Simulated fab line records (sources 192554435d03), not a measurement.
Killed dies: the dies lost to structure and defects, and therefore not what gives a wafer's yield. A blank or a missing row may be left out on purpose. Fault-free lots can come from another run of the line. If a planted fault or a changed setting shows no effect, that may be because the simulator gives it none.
A struck lot beside a sound one	flow n5 finfet	41 steps out of a route of 1938
Sound: wafers L691.1, L691.2, L691.5. Struck: wafers L701.1, L701.5. (L701.6 of the same lot was not struck and is left out.) The cause comes at the end.
Order at every step that has rows: each side's tool, ch and its chambers, its first start. Under that, the readings that differ: sound wafers	struck wafers	difference of the means	sigmas: that difference in standard deviations of wafers without a fault.
alike: readings with means less than 2 such deviations apart, plus words and numbers identical on both sides. not compared: withheld readings, readings lacking a value on some wafer, bounds such as >300 that could conceal the same value, and numbers that have no deviation in the record and whose values overlap.
A row with sigmas, a row that says differs or no value, or rows on one side alone: a step with any of these is where the two part. Numbers that have no deviation but don't overlap get no sigmas and don't part them. Lack of a reading on every wafer of one side parts them only where that side has two or more wafers.

first, 12 steps without rows for these wafers: N5_HKMG_FIN_STRIP_33 (strips in N2/H2); N5_HKMG_FIN_STRIP_34 (strips in CF4); N5_HKMG_FIN_ETCH_35 (etches SOC in N2/H2, target depth 215.8 nm, time 243.4 s); N5_HKMG_FIN_STRIP_92 (strips SOC in N2/H2, time 20 s); N5_HKMG_FIN_WET_ETCH_18 (etches TiN in SC1, time 55 s, target depth 5.2 nm, rinse time 30 s); N5_HKMG_FIN_STRIP_19 (strips in N2/H2, time 360 s); N5_HKMG_FIN_ALD_91 (deposits TiN, target thk 1 nm, pulse time 1 s, purge time 3 s); N5_HKMG_FIN_COAT_85 (time 60 s, resist thk 300 nm); N5_HKMG_FIN_ETCH_86 (etches SOC in N2/H2, stops on TiN, target depth 393.2 nm); N5_HKMG_FIN_STRIP_89 (strips SOC in N2/H2, time 20 s); N5_HKMG_FIN_WET_ETCH_87 (etches TiN in SC1, time 154.2 s, target depth 4.7 nm, rinse time 30 s); N5_HKMG_FIN_STRIP_88 (strips in N2/H2, time 360 s).
N5_HKMG_FIN_NWFM_ALD_20: deposits TiAlC, target thk 2 nm, pulse time 3 s, purge time 2 s.
  sound on ald metal-04 ch 0,1,3, day 5 14:41; struck on ald metal-04 ch 1, day 8 04:08
reading	sound	struck	difference	sigmas
ald cycles	7 7 7	4 4	-3	
model.TiAlC_of_HKMG_FIN_NWFM_ALD_20.thk nm (nm)	2 2 2	1.2 1.2	-0.8	
  alike: chamber pressure Torr, heater power w, precursor pulse height rel
then, 26 steps without rows for these wafers: N5_HKMG_FIN_ALD_71 (deposits TiN, target thk 1 nm, pulse time 1 s, purge time 3 s); N5_HKMG_FIN_COAT_66 (time 60 s, resist thk 300 nm); N5_HKMG_FIN_ETCH_67 (etches SOC in N2/H2, stops on TiN, target depth 388.9 nm); N5_HKMG_FIN_STRIP_90 (strips SOC in N2/H2, time 20 s); N5_HKMG_FIN_WET_ETCH_73 (etches the open film in SC1, time 42.3 s, target depth 1.3 nm, rinse time 30 s); N5_HKMG_FIN_ETCHBACK_68 (etches the open film in Cl2/Ar, stops on HfO2, target depth 0.5 nm); N5_HKMG_FIN_STRIP_69 (strips in N2/H2, time 360 s); N5_HKMG_FIN_ALD_21 (deposits TiN, target thk 1.5 nm, pulse time 1 s, purge time 3 s); N5_HKMG_FIN_ALD_72 (deposits W, target thk 2 nm, pulse time 1 s, purge time 2 s); N5_HKMG_FIN_W_FILL_22 (material W, target thk 60 nm, time 18.2 s); N5_HKMG_FIN_PRECLEAN_83 (cleans in DIW, time 57.5 s); N5_HKMG_FIN_SRD_84 (dry time 32 s); N5_HKMG_FIN_CMP_23 (polishes, stops on SiNx, t overpolish 10 s, target thk 46.326 nm); N5_HKMG_FIN_CMP_94 (polishes, stops on SiNx, t overpolish 4.7 s, target thk 43.299 nm); N5_GATE_CUT_ETCHBACK_00 (etches W in SF6/Cl2); N5_GATE_CUT_ETCH_56 (etches TiN in Cl2/Ar, target depth 21.6 nm); N5_GATE_CUT_ETCHBACK_30 (etches TiN in Cl2/Ar, target depth 3 nm); N5_GATE_CUT_VAPOR_ETCH_60 (etches HfO2 in BCl3/Cl2); N5_GATE_CUT_ETCH_58 (etches SiNx in CH3F/O2, target depth 17 nm, time 128.6 s); N5_GATE_CUT_STRIP_59 (strips in N2/H2, time 20 s); N5_GATE_CUT_PRECLEAN_31 (cleans in DIW, time 300 s); N5_GATE_CUT_SRD_32 (time 30 s); N5_GATE_CUT_SAC_CAP_01 (material SiNx, target thk 24 nm, pulse time 1 s, ald cycles 480); N5_GATE_CUT_PECVD_57 (deposits SiNx from SiH4/NH3/N2, target thk 21 nm); N5_GATE_CUT_CMP_02 (polishes, stops on SiO2, t overpolish 12.7 s, target thk 0 nm); N5_GATE_CUT_HM_DEP_46 (deposits SiO2 from TEOS/O2, target thk 130 nm, time 26.6 s).
-- the record jumps here: 5 days lie between the struck wafers' starts before and after (it left off in module GATE_CUT and takes up again in module BEOL_M4, whose first step shown is number 1111 of the route) --
N5_BEOL_M4_RC_MEAS_101:
  sound on prober-02 ch 0, day 10 00:08; struck on prober-02 ch 0, day 12 17:44
reading	sound	struck	difference	sigmas
IOFF_N (nA/um)	0.17 0.15 0.16	0.01 0.01	-0.15	-5
IOFF_N_85C (nA/um)	3.3 3.0 3.2	0.3 0.2	-2.9	-6
IOFF_N_LIN (nA/um)	0.081 0.072 0.079	0.004 0.003	-0.074	-6
IOFF_N_LONG (nA/um)	5.58e-05 5.58e-05 5.4e-05	2.23e-05 2.1e-05	-3.36e-05	-13
IOFF_P (nA/um)	0.22 0.19 0.22	0.40 0.34	+0.16	+4
IOFF_P_85C (nA/um)	3.7 3.3 3.7	6.4 5.6	+2.4	+5
IOFF_P_LIN (nA/um)	0.100 0.089 0.100	0.197 0.177	+0.091	+6
IOFF_P_LONG (nA/um)	0.000104 9.9e-05 0.000101	0.000196 0.000191	+0.000092	+9
ION_N (uA/um)	691 679 679	496 484	-193	-18
ION_P (uA/um)	468 461 462	491 484	+24	+3
VT_N (mV)	248.0 249.9 249.4	328.4 335.2	+82.7	+29
VT_N_LONG (mV)	275.5 276.5 275.3	356.6 355.2	+80.1	+45
VT_N_LVT (mV)	95 98 97	178 180	+82	+27
VT_P (mV)	-251 -254 -248	-232 -235	+18	+5
VT_P_LONG (mV)	-278 -277 -276	-257 -255	+21	+6
VT_P_LVT (mV)	-97 -100 -96	-78 -80	+19	+6
  alike: DIBL_N, DIBL_P, SS_N, SS_P
-- record jumps: 4 days separate the struck wafers' starts on either side; left off in module BEOL_M4, taken up again in module PASSIVATION, whose first shown step is the route's number 1936 --
N5_PASSIVATION_PROBE_49:
  sound: prober-01 at day 14 04:40; struck: prober-01 at day 17 02:33
reading	sound	struck	difference	sigmas
sort_bin_4_leakage (%)	0 0 0	0.25 0.08	+0.17	+17
sort_bin_8_speed (%)	0 0 0	91.44 92.46	+91.95	+99 or more
sort n pass	1092 1114 1098	0 0	-1101	-61
sort yield pct (%)	92.5 94.4 93.1	0 0	-93	-62
  alike: defect limited yield, killed_at_M0_to_M3, killed_at_M4_up, killed at contacts, killed at front end, killed at other, killed dies, killed open, killed short, sort_bin_5_function, sort_bin_6_memory

WHERE THEY PART
Last at N5_PASSIVATION_PROBE_49 as far as this record goes, first at N5_BEOL_M4_RC_MEAS_101.

WHY: the cause the simulator had injected
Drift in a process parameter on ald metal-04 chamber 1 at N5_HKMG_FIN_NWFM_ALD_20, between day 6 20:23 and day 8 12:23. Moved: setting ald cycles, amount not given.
